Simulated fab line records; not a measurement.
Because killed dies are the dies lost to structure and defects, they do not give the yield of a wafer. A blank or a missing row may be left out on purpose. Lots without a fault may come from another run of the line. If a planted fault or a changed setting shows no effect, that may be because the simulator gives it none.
Matching of chambers :: flow n5Finfet :: 3 sister chambers for N5_BEOL_M2_CO_CAP_55 on cvdCo-02
The step material Co, precursor CCTBA/H2, target thk 2 nm, time 102.1 s. 6 wafers are shown with their chamber, then 12 later ones without.

## WAFERS PAIRED WITH THEIR CHAMBERS
wafer: L085.6
chamber: 0
heaterPowerW (W): 222

wafer: L086.1
chamber: 2
heaterPowerW (W): 258

wafer: L086.4
chamber: 1
heaterPowerW (W): 238

wafer: L090.3
chamber: 0
heaterPowerW (W): 225

wafer: L090.4
chamber: 2
heaterPowerW (W): 258

wafer: L090.6
chamber: 1
heaterPowerW (W): 233

## WAFERS WITHOUT THEIR CHAMBER
wafer: L092.1
heaterPowerW (W): 272

wafer: L092.2
heaterPowerW (W): 231

wafer: L092.6
heaterPowerW (W): 222

wafer: L094.1
heaterPowerW (W): 269

wafer: L094.5
heaterPowerW (W): 227

wafer: L094.6
heaterPowerW (W): 229

wafer: L096.1
heaterPowerW (W): 265

wafer: L096.2
heaterPowerW (W): 238

wafer: L096.5
heaterPowerW (W): 223

wafer: L097.2
heaterPowerW (W): 224

wafer: L097.3
heaterPowerW (W): 235

wafer: L097.6
heaterPowerW (W): 236

## WHICH CHAMBER EACH ONE RAN IN
wafer: L092.1
from the rows above: 2
in truth: 2

wafer: L092.2
from the rows above: can't be placed: 1 or 0
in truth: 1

wafer: L092.6
from the rows above: 0
in truth: 0

wafer: L094.1
from the rows above: 2
in truth: 2

wafer: L094.5
from the rows above: 0
in truth: 0

wafer: L094.6
from the rows above: can't be placed: 0 or 1
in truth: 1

wafer: L096.1
from the rows above: 2
in truth: 2

wafer: L096.2
from the rows above: 1
in truth: 1

wafer: L096.5
from the rows above: 0
in truth: 0

wafer: L097.2
from the rows above: 0
in truth: 0

wafer: L097.3
from the rows above: 1
in truth: 1

wafer: L097.6
from the rows above: 1
in truth: 1
10 of 12 placed correctly. Not placeable from these rows: 2 (in 2, the candidates include the true chamber). Wrongly placed: 0.
How it was worked out, from the rows above alone: a wafer's distance from a chamber is the root of the sum, over the readings, of the square of ((its reading less the chamber's mean) divided by the reading's scatter). The wafer belongs to the nearest chamber; if the next one is less than 2 further off, it can't be placed. A chamber's mean is the mean of its shown wafers. The scatter is the square root of a quotient: the sum, over the shown wafers, of each reading's squared deviation from its chamber's mean, divided by wafers minus chambers.
